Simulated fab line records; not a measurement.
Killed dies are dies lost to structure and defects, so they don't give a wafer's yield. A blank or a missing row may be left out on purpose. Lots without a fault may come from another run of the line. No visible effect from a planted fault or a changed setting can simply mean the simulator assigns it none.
fab line records | flow n5_finfet
[record] lots = 7 wafers = 21
route steps=1938 shown BEOL_M5@1130 BEOL_M6@1194
start_h: hours from the record's opening day to when the first of the lot's shown wafers began | wait_h: hours elapsed since this lot's preceding step | " the same as in the row above | L1.1+2: several wafers, shown together as one row | - no value present, or no start provided | * or withheld: withheld | < > ~ a bound
route shown NAME@n: NAME is a module with steps in the file, n the number in the route of the first one | usual: mean/standard deviation of fault-free wafers | same: alike in all rows | chamber/n: place in a boat | sites: each site's reading | _std_site: how widely they spread, as a standard deviation | _edge_site: the outer-site mean with the inner-site mean subtracted | radius_mm: for every site, how far away it sits from the centre of the wafer | mask NAME#n: copy n | behind: the tool/chamber that last shaped the wafer | hold: why the lot was held/for how many hours/how that ended | device: which transistor (n, p or np) failed to switch | end of line: the route-end tests of the same wafers | a step with no rows: only its recipe | killed: dies lost to structure and defects at the first sort, not the wafer's yield | map: the dies of a wafer, with x for killed, . for not killed, _ for no die there
set.NAME: the run value of the setting; set.NAME@STEP: its run value at that earlier step | model.NAME: the simulator's own value behind a step, which no gauge read
lots with deliberately changed settings; one table per step, one row per wafer
[[steps]]
[step N5_BEOL_M5_ETCH_72]
[recipe] chemistry = N2/H2 target = underlayer target_depth_a = 65 mask_material = CAR-EUV time_s = 5.2 ion_energy_ev = 200 pressure_mtorr = 30 source_w = 840 bias_w = 150 n2_flow_sccm = 200 h2_flow_sccm = 200 ends = cleared
[usual] rf_vpp_V = 524.0/2.7
// columns lot.wafer tool chamber start_h wait_h set.source_w rf_vpp_V
L075.3 rie_diel-04 3 208.47 0.0 840 521.0
L075.5 " 2 " " 840 523.8
L075.6 " 1 " " 840 521.5
L080.1 rie_diel-03 3 241.73 0.0 840 522.2
L080.2 " 1 " " 960.7 501.0
L080.4 " 0 " " 960.7 498.6
L081.1 rie_diel-04 0 245.37 0.0 840 526.6
L081.4 " 2 " " 840 523.0
L081.6 " 1 " " 840 522.3
L087.1 rie_diel-03 0 267.88 0.0 730.5 547.2
L087.3 " 3 " " 840 522.9
L087.4 " 1 " " 730.5 550.3
L089.2 rie_diel-01 1 287.75 0.0 757.7 536.6
L089.4 " 0 " " 757.7 540.7
L089.5 " 2 " " 840 526.3
L090.1 rie_diel-03 2 304.72 0.0 779.4 542.1
L090.2 " 3 " " 840 522.7
L090.5 " 3 " " 840 520.9
L094.1 rie_diel-03 2 331.44 0.0 912.3 511.6
L094.5 " 3 " " 840 523.4
L094.6 " 0 " " 840 524.6
[step N5_BEOL_M5_COAT_65]
[recipe] resist = SOC temp_c = 250 time_s = 60 spin_rpm = 1500 resist_thk_nm = 60
// columns lot.wafer tool chamber start_h wait_h set.spin_rpm model.SOC_of_BEOL_M5_COAT_65.thk_nm
L075.3+5+6 litho_track-04 0 209.23 0.2 1500 60
L080.1+2 litho_track-04 0 243.16 1.0 1500 59.8
L080.4 " 0 " " 1644 57.2
L081.1+4+6 litho_track-01 0 246.43 0.7 1500 60.2
L087.1+4 litho_track-05 0 270.09 1.7 1500 60.2
L087.3 " 0 " " 1546 59.2
L089.2 litho_track-01 0 290.21 2.0 1500 60.2
L089.4+5 " 0 " " 1600 58.4
L090.1 litho_track-05 0 310.25 5.0 1500 60
L090.2+5 " 0 " " 1500 60.2
L094.1 litho_track-01 0 332.61 0.7 1500 60.2
L094.5 " 0 " " 1500 60.4
L094.6 " 0 " " 1500 60
[step N5_BEOL_M5_COAT_66]
[recipe] resist = SiARC temp_c = 220 time_s = 60 spin_rpm = 1500 resist_thk_nm = 12
[step N5_BEOL_M5_COAT_74]
[recipe] resist = underlayer temp_c = 205 time_s = 60 spin_rpm = 1500 resist_thk_nm = 5
[step N5_BEOL_M5_ETCH_75]
[recipe] chemistry = N2/H2 target = underlayer target_depth_a = 65 mask_material = CAR-EUV time_s = 5.2 ion_energy_ev = 200 pressure_mtorr = 30 source_w = 840 bias_w = 150 n2_flow_sccm = 200 h2_flow_sccm = 200 ends = cleared
[step N5_BEOL_M5_ETCH_67]
[recipe] chemistry = CF4 target = SiARC target_depth_a = 156 mask_material = CAR-EUV time_s = 26 ion_energy_ev = 80 pressure_mtorr = 40 source_w = 545 bias_w = 36 Ar_flow_sccm = 100 cf4_flow_sccm = 100 ends = cleared
[step N5_BEOL_M5_ETCH_68]
[recipe] chemistry = N2/H2 target = SOC target_depth_a = 800 overetch_a = 160 mask_material = SiARC temp_c = 40 time_s = 120 ion_energy_ev = 200 pressure_mtorr = 30 source_w = 840 bias_w = 150 n2_flow_sccm = 200 h2_flow_sccm = 200
// columns lot.wafer tool chamber start_h wait_h set.spin_rpm@BEOL_M5_COAT_65 model.etch.depth_nm
L075.3 rie_diel-04 3 210.03 0.0 1500 60.01
L075.5 " 2 " " 1500 60.06
L075.6 " 3 " " 1500 60.03
L080.1 rie_diel-01 2 243.64 0.0 1500 59.78
L080.2 " 1 " " 1500 59.81
L080.4 " 3 " " 1644 57.14
L081.1 rie_diel-03 0 247.06 0.0 1500 60.26
L081.4 " 2 " " 1500 60.12
L081.6 " 0 " " 1500 60.14
L087.1 rie_diel-03 0 270.77 0.0 1500 60.16
L087.3 " 1 " " 1546 59.3
L087.4 " 3 " " 1500 60.18
L089.2 rie_diel-03 0 290.69 0.0 1500 60.15
L089.4 " 3 " " 1600 58.45
L089.5 " 1 " " 1600 58.35
L090.1 rie_diel-03 1 310.86 0.0 1500 60.06
L090.2 " 3 " " 1500 60.18
L090.5 " 2 " " 1500 60.13
L094.1 rie_diel-04 3 333.09 0.0 1500 60.27
L094.5 " 1 " " 1500 60.3
L094.6 " 2 " " 1500 60.01
[step N5_BEOL_M5_STRIP_69]
[recipe] chemistry = N2/H2 temp_c = 40 n2_flow_sccm = 200 h2_flow_sccm = 200 rf_frequency_hz = 6e+07
[step N5_BEOL_M5_STRIP_76]
[recipe] chemistry = N2/H2 temp_c = 40 n2_flow_sccm = 200 h2_flow_sccm = 200 rf_frequency_hz = 6e+07
[step N5_BEOL_M5_VIA_ETCH_34]
[recipe] chemistry = C4F6/O2 target = SiCOH_lowk target_depth_a = 883 mask_material = SOC taper_deg = 4 time_s = 39.2 ion_energy_ev = 250 pressure_mtorr = 30 source_w = 345 bias_w = 185 Ar_flow_sccm = 300 C4F6_flow_sccm = 10 O2_flow_sccm = 10
// columns lot.wafer tool chamber start_h wait_h set.spin_rpm@BEOL_M5_COAT_65 model.SOC_of_BEOL_M5_COAT_65.thk_nm
L075.3+5+6 rie_diel-04 0,2,3 210.13 0.0 1500 56
L080.1+2 rie_diel-01 2,1 243.74 0.0 1500 55.8
L080.4 " 3 " " 1644 52.8
L081.1+6 rie_diel-03 0 247.16 0.0 1500 56
L081.4 " 2 " " 1500 56.2
L087.1+4 rie_diel-03 0,3 270.87 0.0 1500 56
L087.3 " 1 " " 1546 55.2
L089.2 rie_diel-03 0 290.79 0.0 1500 56
L089.4 " 3 " " 1600 54.2
L089.5 " 1 " " 1600 54.4
L090.1+2 rie_diel-03 1,3 310.96 0.0 1500 56
L090.5 " 2 " " 1500 56.2
L094.1+5 rie_diel-04 3,1 333.19 0.0 1500 56.2
L094.6 " 2 " " 1500 55.8
[step N5_BEOL_M6_ILD_DEP_00]
[recipe] material = SiCOH_lowk target_thk_a = 1797.5 temp_c = 300 precursor = DEMS/porogen pressure_torr = 5 rf_w = 500 time_s = 33.4
// columns lot.wafer tool chamber start_h wait_h set.time_s model.SiCOH_lowk_of_BEOL_M6_ILD_DEP_00.thk_nm
L075.3 pecvd-04 0 217.16 0.0 33.4 177
L075.5 " 2 " " 33.4 183.2
L075.6 " 1 " " 33.4 184.4
L080.1 pecvd-04 1 250.84 0.0 28.72 156.6
L080.2 " 0 " " 33.4 179
L080.4 " 1 " " 28.72 158.4
L081.1 pecvd-01 0 254.24 0.0 33.4 178.4
L081.4 " 1 " " 33.4 177.6
L081.6 " 1 " " 33.4 180.4
L087.1 pecvd-01 2 278.13 0.0 33.4 178
L087.3 " 1 " " 33.4 177.6
L087.4 " 0 " " 31.65 171.2
L089.2 pecvd-04 2 298.31 0.0 36.25 193.2
L089.4 " 2 " " 36.25 196.8
L089.5 " 0 " " 33.4 176.6
L090.1 pecvd-02 2 318.24 0.0 34.92 189.4
L090.2 " 0 " " 33.4 183.4
L090.5 " 2 " " 34.92 190.6
L094.1 pecvd-04 0 340.68 0.0 37.13 197.4
L094.5 " 2 " " 37.13 201.4
L094.6 " 0 " " 33.4 179.8
[step N5_BEOL_M6_CURE_74]
[recipe] temp_c = 385 time_s = 240 ambient = He/Ar material = SiCOH_lowk
// columns lot.wafer tool chamber start_h wait_h set.time_s@BEOL_M6_ILD_DEP_00 model.SiCOH_lowk_of_BEOL_M6_ILD_DEP_00.thk_nm
L075.3 uv_cure-03 0 217.39 0.2 33.4 152.6
L075.5 " 0 " " 33.4 158
L075.6 " 0 " " 33.4 159.2
L080.1 uv_cure-01 0 250.91 0.0 28.72 134.8
L080.2 " 0 " " 33.4 154.4
L080.4 " 0 " " 28.72 136.4
L081.1 uv_cure-03 2 254.33 0.1 33.4 153.8
L081.4 " 2 " " 33.4 153.2
L081.6 " 2 " " 33.4 155.6
L087.1 uv_cure-02 2 278.20 0.0 33.4 153.4
L087.3 " 2 " " 33.4 153.2
L087.4 " 2 " " 31.65 147.6
L089.2 uv_cure-01 2 298.45 0.1 36.25 166.8
L089.4 " 2 " " 36.25 169.8
L089.5 " 2 " " 33.4 152.2
L090.1 uv_cure-02 0 318.30 0.0 34.92 163.4
L090.2 " 0 " " 33.4 158.2
L090.5 " 0 " " 34.92 164.4
L094.1 uv_cure-02 2 340.75 0.0 37.13 170.4
L094.5 " 2 " " 37.13 174
L094.6 " 2 " " 33.4 155
[step N5_BEOL_M6_THK_MEAS_01]
[recipe] reads = SiCOH_lowk_of_BEOL_M6_ILD_DEP_00
[usual] M6_ILD_THK = 155.7/2
// columns lot.wafer tool chamber start_h wait_h set.time_s@BEOL_M6_ILD_DEP_00 M6_ILD_THK[nm]
L075.3 film_metro-02 - 217.74 0.3 33.4 152.6
L075.5 " - " " 33.4 158.2
L075.6 " - " " 33.4 159.3
L080.1 film_metro-02 - 251.42 0.4 28.72 134.7
L080.2 " - " " 33.4 154.3
L080.4 " - " " 28.72 136.4
L081.1 film_metro-02 - 255.32 0.8 33.4 153.8
L081.4 " - " " 33.4 153.2
L081.6 " - " " 33.4 155.5
L087.1 film_metro-01 - 278.71 0.4 33.4 153.7
L087.3 " - " " 33.4 153.2
L087.4 " - " " 31.65 147.6
L089.2 film_metro-01 - 298.88 0.4 36.25 166.6
L089.4 " - " " 36.25 169.7
L089.5 " - " " 33.4 152.2
L090.1 film_metro-01 - 318.81 0.4 34.92 163.5
L090.2 " - " " 33.4 158.2
L090.5 " - " " 34.92 164.5
L094.1 film_metro-02 - 341.26 0.4 37.13 170.4
L094.5 " - " " 37.13 173.9
L094.6 " - " " 33.4 155.0
[step N5_BEOL_M6_EXPOSE_08]
[recipe] mask_id = M6 na = 1.35 source_shape = dipole sigma_inner = 0.817 sigma_outer = 0.97 polarization = te dose_mj = 68.25
// columns lot.wafer tool chamber start_h wait_h mask set.dose_mj
L075.3+5+6 arfi_scanner-03 0 218.67 - M6#0 68.25
L080.1+2+4 arfi_scanner-03 0 252.83 - M6#0 68.25
L081.1 arfi_scanner-01 0 255.99 - M6#0 66.45
L081.4+6 " 0 " " M6#0 68.25
L087.1+3 arfi_scanner-01 0 280.85 - M6#0 73.36
L087.4 " 0 " " M6#0 68.25
L089.2+4+5 arfi_scanner-02 0 300.57 - M6#0 68.25
L090.1 arfi_scanner-03 0 320.02 - M6#0 71.41
L090.2+5 " 0 " " M6#0 68.25
L094.1+5 arfi_scanner-02 0 342.65 - M6#0 66.88
L094.6 " 0 " " M6#0 68.25
[step N5_BEOL_M6_PEB_09]
[recipe] peb_temp_c = withheld peb_time_s = 60 resist = CAR-ArF
[step N5_BEOL_M6_DEVELOP_10]
[recipe] develop_time_s = 30 developer = TMAH resist = CAR-ArF rinse_liquid = diw dry = air_spin dev_temp_c = 23
[step N5_BEOL_M6_CD_MEAS_11]
[recipe] target_cd_nm = 38.5 landing_energy_ev = 500 detector = se_inlens polarity = opening
[usual] cd_nm = 38.3/0.52
// columns lot.wafer tool chamber start_h wait_h set.dose_mj@BEOL_M6_EXPOSE_08 cd_nm
L075.3 cd_sem-02 0 218.78 - 68.25 38.8
L075.5 " 0 " " 68.25 38.7
L075.6 " 0 " " 68.25 38.9
L080.1 cd_sem-03 0 252.96 - 68.25 38.7
L080.2 " 0 " " 68.25 37.9
L080.4 " 0 " " 68.25 37.9
L081.1 cd_sem-02 0 256.11 - 66.45 37.9
L081.4 " 0 " " 68.25 38.9
L081.6 " 0 " " 68.25 39.0
L087.1 cd_sem-02 0 280.98 - 73.36 42.6
L087.3 " 0 " " 73.36 42.5
L087.4 " 0 " " 68.25 39.5
L089.2 cd_sem-01 0 300.69 - 68.25 38.1
L089.4 " 0 " " 68.25 38.2
L089.5 " 0 " " 68.25 38.2
L090.1 cd_sem-03 0 320.14 - 71.41 41.6
L090.2 " 0 " " 68.25 38.6
L090.5 " 0 " " 68.25 38.3
L094.1 cd_sem-03 0 342.78 - 66.88 37.2
L094.5 " 0 " " 66.88 37.1
L094.6 " 0 " " 68.25 37.7
[step N5_BEOL_M6_DESCUM_16]
[recipe] chemistry = O2 time_s = 7.9 source_power_w = 50 bias_power_w = 20 pressure_mtorr = 20 rf_frequency_hz = 2.712e+07 temp_c = 40 resist = CAR-ArF o2_flow_sccm = 225
[step N5_BEOL_M6_ETCH_61]
[recipe] chemistry = CF4 target = SiARC target_depth_a = 455 mask_material = CAR-ArF time_s = 75.8 ion_energy_ev = 80 pressure_mtorr = 40 source_w = 545 bias_w = 36 Ar_flow_sccm = 100 cf4_flow_sccm = 100 ends = cleared
// columns lot.wafer tool chamber start_h wait_h set.dose_mj@BEOL_M6_EXPOSE_08 model.BEOL_M6.cd_offset_nm
L075.3 rie_diel-02 0 218.90 0.0 68.25 0.4
L075.5 " 3 " " 68.25 -0.4
L075.6 " 0 " " 68.25 0.2
L080.1 rie_diel-06 1 253.08 0.0 68.25 0.2
L080.2 " 3 " " 68.25 -0.6
L080.4 " 2 " " 68.25 -0.2
L081.1 rie_diel-06 0 256.45 0.0 66.45 -1.2
L081.4 " 1 " " 68.25 0.6
L081.6 " 0 " " 68.25 0
L087.1+3 rie_diel-02 0,3 281.10 0.0 73.36 4
L087.4 " 0 " " 68.25 0.6
L089.2 rie_diel-05 1 300.83 0.0 68.25 -0.8
L089.4 " 2 " " 68.25 -0.4
L089.5 " 2 " " 68.25 -0.2
L090.1 rie_diel-05 0 320.32 0.0 71.41 2.8
L090.2+5 " 3,2 " " 68.25 -0.2
L094.1+5 rie_diel-06 0,3 343.22 0.0 66.88 -1.6
L094.6 " 1 " " 68.25 -0.6
[step N5_BEOL_M6_ETCH_62]
[recipe] chemistry = N2/H2 target = SOC target_depth_a = 1100 overetch_a = 220 mask_material = SiARC temp_c = 40 time_s = 165 ion_energy_ev = 200 pressure_mtorr = 30 source_w = 840 bias_w = 150 n2_flow_sccm = 200 h2_flow_sccm = 200
// columns lot.wafer tool chamber start_h wait_h set.dose_mj@BEOL_M6_EXPOSE_08 model.BEOL_M6.cd_offset_nm
L075.3+6 rie_diel-02 0 218.96 0.0 68.25 0.4
L075.5 " 3 " " 68.25 -0.2
L080.1 rie_diel-06 1 253.14 0.0 68.25 0.2
L080.2 " 3 " " 68.25 -0.6
L080.4 " 2 " " 68.25 0
L081.1 rie_diel-06 0 256.51 0.0 66.45 -1.2
L081.4 " 1 " " 68.25 0.8
L081.6 " 0 " " 68.25 0.2
L087.1 rie_diel-02 0 281.16 0.0 73.36 4.2
L087.3 " 3 " " 73.36 4
L087.4 " 0 " " 68.25 0.8
L089.2 rie_diel-05 1 300.89 0.0 68.25 -0.6
L089.4+5 " 2 " " 68.25 -0.2
L090.1 rie_diel-05 0 320.38 0.0 71.41 2.4
L090.2 " 3 " " 68.25 0.2
L090.5 " 2 " " 68.25 0
L094.1+5 rie_diel-06 0,3 343.28 0.0 66.88 -1.6
L094.6 " 1 " " 68.25 -0.6
[step N5_BEOL_M6_STRIP_68]
[recipe] chemistry = N2/H2 temp_c = 40 n2_flow_sccm = 200 h2_flow_sccm = 200 rf_frequency_hz = 6e+07
[step N5_BEOL_M6_STRIP_67]
[recipe] chemistry = CF4 resist = SiARC power_w = 300 bias_power_w = 75 pressure_mtorr = 50 cf4_flow_sccm = 150 rf_frequency_hz = 6e+07
[step N5_BEOL_M6_HM_OPEN_17]
[recipe] chemistry = Cl2/BCl3 target_depth_a = 200 overetch_a = 60 target = TiN mask_material = SOC ion_energy_ev = 150 pressure_mtorr = 10 icp_w = 1000 bias_w = 126 Cl2_flow_sccm = 53.25 bcl3_flow_sccm = 21.75 Ar_flow_sccm = 25
// columns lot.wafer tool chamber start_h wait_h set.dose_mj@BEOL_M6_EXPOSE_08 model.BEOL_M6.cd_offset_nm
L075.3+6 rie_metal-02 1 219.18 0.1 68.25 0.4
L075.5 " 0 " " 68.25 -0.2
L080.1 rie_metal-03 0 253.32 0.0 68.25 0.2
L080.2 " 1 " " 68.25 -0.6
L080.4 " 1 " " 68.25 0
L081.1 rie_metal-01 1 256.69 0.0 66.45 -1.2
L081.4 " 1 " " 68.25 0.8
L081.6 " 0 " " 68.25 0
L087.1 rie_metal-02 1 281.34 0.0 73.36 4.2
L087.3 " 1 " " 73.36 4
L087.4 " 0 " " 68.25 1
L089.2 rie_metal-03 0 301.08 0.0 68.25 -0.6
L089.4 " 1 " " 68.25 -0.2
L089.5 " 1 " " 68.25 0
L090.1 rie_metal-03 1 320.56 0.0 71.41 2.4
L090.2 " 0 " " 68.25 0
L090.5 " 0 " " 68.25 -0.2
L094.1+5 rie_metal-02 1 343.46 0.0 66.88 -1.6
L094.6 " 0 " " 68.25 -0.6
[step N5_BEOL_M6_STRIP_19]
[recipe] chemistry = O2 power_w = 400 temp_c = 40 pressure_mtorr = 30 rf_frequency_hz = 6e+07 bias_power_w = 0 overash_fraction = 0.2 o2_flow_sccm = 225
[step N5_BEOL_M6_CD_MEAS_18]
[recipe] pitch_nm = 80 target_cd_nm = 40
[usual] cd_nm = 39.8/0.5
// columns lot.wafer tool chamber start_h wait_h set.dose_mj@BEOL_M6_EXPOSE_08 cd_nm
L075.3 cd_sem-02 - 219.33 0.1 68.25 40.7
L075.5 " - " " 68.25 39.9
L075.6 " - " " 68.25 40.4
L080.1 cd_sem-02 - 253.50 0.0 68.25 40.4
L080.2 " - " " 68.25 39.5
L080.4 " - " " 68.25 39.8
L081.1 cd_sem-03 - 256.87 0.0 66.45 38.5
L081.4 " - " " 68.25 40.7
L081.6 " - " " 68.25 40.0
L087.1 cd_sem-03 - 281.57 0.0 73.36 44.4
L087.3 " - " " 73.36 44.1
L087.4 " - " " 68.25 40.6
L089.2 cd_sem-02 - 301.26 0.1 68.25 39.3
L089.4 " - " " 68.25 39.7
L089.5 " - " " 68.25 39.9
L090.1 cd_sem-02 - 320.74 0.0 71.41 42.6
L090.2 " - " " 68.25 40.1
L090.5 " - " " 68.25 39.7
L094.1 cd_sem-02 - 343.65 0.0 66.88 38.4
L094.5 " - " " 66.88 38.7
L094.6 " - " " 68.25 39.7
[step N5_BEOL_M6_VIA_ETCH_34]
[recipe] chemistry = C4F6/O2 target = SiCOH_lowk target_depth_a = 1263 mask_material = SOC taper_deg = 4 time_s = 50.9 ion_energy_ev = 250 pressure_mtorr = 30 source_w = 345 bias_w = 185 Ar_flow_sccm = 300 C4F6_flow_sccm = 10 O2_flow_sccm = 10
// columns lot.wafer tool chamber start_h wait_h set.time_s model.etch.depth_nm model.SOC_of_BEOL_M6_COAT_63.thk_nm
L075.3 rie_diel-06 0 221.09 0.0 50.9 128.1 54
L075.5 " 1 " " 50.9 126 54.2
L075.6 " 2 " " 50.9 125.2 54
L080.1 rie_diel-05 2 254.11 0.0 46.11 107.9 55
L080.2 " 0 " " 50.9 121.8 54.4
L080.4 " 3 " " 46.11 114.6 54.8
L081.1 rie_diel-06 3 257.86 0.0 50.9 124.5 54.4
L081.4 " 2 " " 39.72 97.81 55.8
L081.6 " 0 " " 39.72 99.39 55.4
L087.1 rie_diel-02 0 283.22 0.0 61.76 157.3 52.2
L087.3 " 3 " " 50.9 128.5 53.6
L087.4 " 2 " " 50.9 127.2 54
L089.2 rie_diel-06 2 304.20 0.0 43.75 106.3 55.2
L089.4 " 3 " " 50.9 122 54.6
L089.5 " 3 " " 43.75 105.3 55.4
L090.1 rie_diel-02 1 323.83 0.0 50.9 124.6 54.2
L090.2 " 0 " " 50.9 126 54.2
L090.5 " 3 " " 50.9 126.8 54
L094.1 rie_diel-06 0 345.31 0.0 39.95 99.08 55.8
L094.5 " 0 " " 50.9 127 54.2
L094.6 " 1 " " 50.9 124.8 54.4
[[key]]
[split] step = N5_BEOL_M5_ETCH_72 setting = source_w stated = 840 by = wafer
[response] step = N5_BEOL_M5_ETCH_72 reading = rf_vpp_V change = -1.73 per = 1% r = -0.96
[split] step = N5_BEOL_M5_COAT_65 setting = spin_rpm stated = 1500 by = wafer
[response] step = N5_BEOL_M5_COAT_65 reading = model.SOC_of_BEOL_M5_COAT_65.thk_nm change = -0.274 per = 1% r = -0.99
[response] step = N5_BEOL_M5_ETCH_68 reading = model.etch.depth_nm change = -0.273 per = 1% r = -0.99
[response] step = N5_BEOL_M5_VIA_ETCH_34 reading = model.SOC_of_BEOL_M5_COAT_65.thk_nm change = -0.292 per = 1% r = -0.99
[split] step = N5_BEOL_M6_ILD_DEP_00 setting = time_s stated = 33.4 by = wafer
[response] step = N5_BEOL_M6_ILD_DEP_00 reading = model.SiCOH_lowk_of_BEOL_M6_ILD_DEP_00.thk_nm change = +1.68 per = 1% r = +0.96
[response] step = N5_BEOL_M6_CURE_74 reading = model.SiCOH_lowk_of_BEOL_M6_ILD_DEP_00.thk_nm change = +1.47 per = 1% r = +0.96
[response] step = N5_BEOL_M6_THK_MEAS_01 reading = M6_ILD_THK change = +1.46 per = 1% r = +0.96
[split] step = N5_BEOL_M6_EXPOSE_08 setting = dose_mj stated = 68.25 by = wafer
[response] step = N5_BEOL_M6_CD_MEAS_11 reading = cd_nm change = +0.466 per = 1% r = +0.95
[response] step = N5_BEOL_M6_ETCH_61 reading = model.BEOL_M6.cd_offset_nm change = +0.512 per = 1% r = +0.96
[response] step = N5_BEOL_M6_ETCH_62 reading = model.BEOL_M6.cd_offset_nm change = +0.473 per = 1% r = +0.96
[response] step = N5_BEOL_M6_HM_OPEN_17 reading = model.BEOL_M6.cd_offset_nm change = +0.464 per = 1% r = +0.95
[response] step = N5_BEOL_M6_CD_MEAS_18 reading = cd_nm change = +0.532 per = 1% r = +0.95
[split] step = N5_BEOL_M6_VIA_ETCH_34 setting = time_s stated = 50.9 by = wafer
[response] step = N5_BEOL_M6_VIA_ETCH_34 reading = model.etch.depth_nm change = +1.25 per = 1% r = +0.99
[response] step = N5_BEOL_M6_VIA_ETCH_34 reading = model.SOC_of_BEOL_M6_COAT_63.thk_nm change = -0.0636 per = 1% r = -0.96
